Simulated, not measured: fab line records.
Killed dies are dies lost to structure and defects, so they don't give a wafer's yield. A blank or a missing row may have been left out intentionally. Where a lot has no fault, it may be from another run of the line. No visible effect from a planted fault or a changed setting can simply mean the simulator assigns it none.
One fault through the eyes of 2 desks / flow n5-finfet / each desk has only its own numbers; what lay behind them comes last

TOOL OWNER'S DESK, rie-diel-04
The tool's own readings at N5_BEOL_M14_ETCH_59 (etches BARC in N2/H2, target depth 89 nm, overetch 26.7 nm, time 67.9 s): means of the sampled wafers that have a number, for each lot that ran on this tool. The brackets show how far a lot's mean lies from the usual mean; more than 4 standard deviations puts the lot out of limits, marked OUT.
Columns: A = drypump-motor-current-A at N5_BEOL_M14_ETCH_59, usual 5.8 A; B = h2-flow-sccm at N5_BEOL_M14_ETCH_59, usual 200.0 sccm; C = oes-product-au at N5_BEOL_M14_ETCH_59, usual 0.70 a.u.; D = rf-vpp-V at N5_BEOL_M14_ETCH_59, usual 524.6 V; E = showerhead-plenum-p-Torr at N5_BEOL_M14_ETCH_59, usual 2.57 Torr; F = throttle-valve-pct at N5_BEOL_M14_ETCH_59, usual 17.82 %
lot=L656; first seen here=day 11 23:52; A=6.3; B=200.4; C=0.76; D=525.1; E=2.58; F=17.97
lot=L667; first seen here=day 14 04:53; A=5.8; B=199.8; C=0.67; D=523.2; E=2.52; F=17.82
lot=L666; first seen here=day 14 14:20; A=6.2; B=199.6; C=0.73; D=525.0; E=2.58; F=17.97
lot=L670; first seen here=day 15 17:45; A=5.6; B=206.9 (+11) OUT; C=0.63; D=522.1; E=2.49; F=18.13
lot=L671; first seen here=day 16 00:34; A=5.8; B=206.6 (+11) OUT; C=0.66; D=523.2; E=2.54; F=18.05
This desk's finding: out of limits on L670, L671; first on L670, day 15 17:45 (h2-flow-sccm at N5_BEOL_M14_ETCH_59). L656, L667, L666: within limits.

FROM THE METROLOGY DESK
What the gauges read for every lot (on any tool): the sampled wafers with a number, averaged. The brackets show how far a lot's mean lies from the usual mean; more than 4 standard deviations puts the lot out of limits, marked OUT.
Columns: A = M13_RS at N5_BEOL_M13_RS_MEAS_54, usual 0.0453 ohm/sq
lot=L656; first seen here=day 11 23:00; A=0.0449
lot=L657; first seen here=day 12 00:38; A=0.0450
lot=L660; first seen here=day 13 03:32; A=0.0462
lot=L662; first seen here=day 13 10:35; A=0.0452
lot=L667; first seen here=day 14 04:05; A=0.0454
lot=L666; first seen here=day 14 13:39; A=0.0456
lot=L670; first seen here=day 15 17:00; A=0.0448
lot=L671; first seen here=day 15 23:44; A=0.0451
lot=L674; first seen here=day 17 09:53; A=0.0454
lot=L675; first seen here=day 17 12:50; A=0.0453
lot=L677; first seen here=day 17 23:52; A=0.0456
Result from this desk: across the 11 lots, nothing is out of limits.

ALL TOGETHER
An alarm could have come from the tool owner's desk at day 15 17:45, on L670, L671.
From the metrology desk's view, nothing was out of limits.
The metrology desk has L670, L671 on record, within its limits.
The lots listed all ran N5_BEOL_M14_ETCH_59 on rie-diel-04.

WHAT THE SIMULATOR PUT IN
rie-diel-04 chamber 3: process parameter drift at N5_BEOL_M14_ETCH_59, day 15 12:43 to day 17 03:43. Setting h2-flow-sccm shifted by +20 from 200. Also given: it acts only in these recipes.
Lots struck among those shown: L670, L671.
Hours from the fault's start to each desk's first reading out of limits: the tool owner's desk, 5.
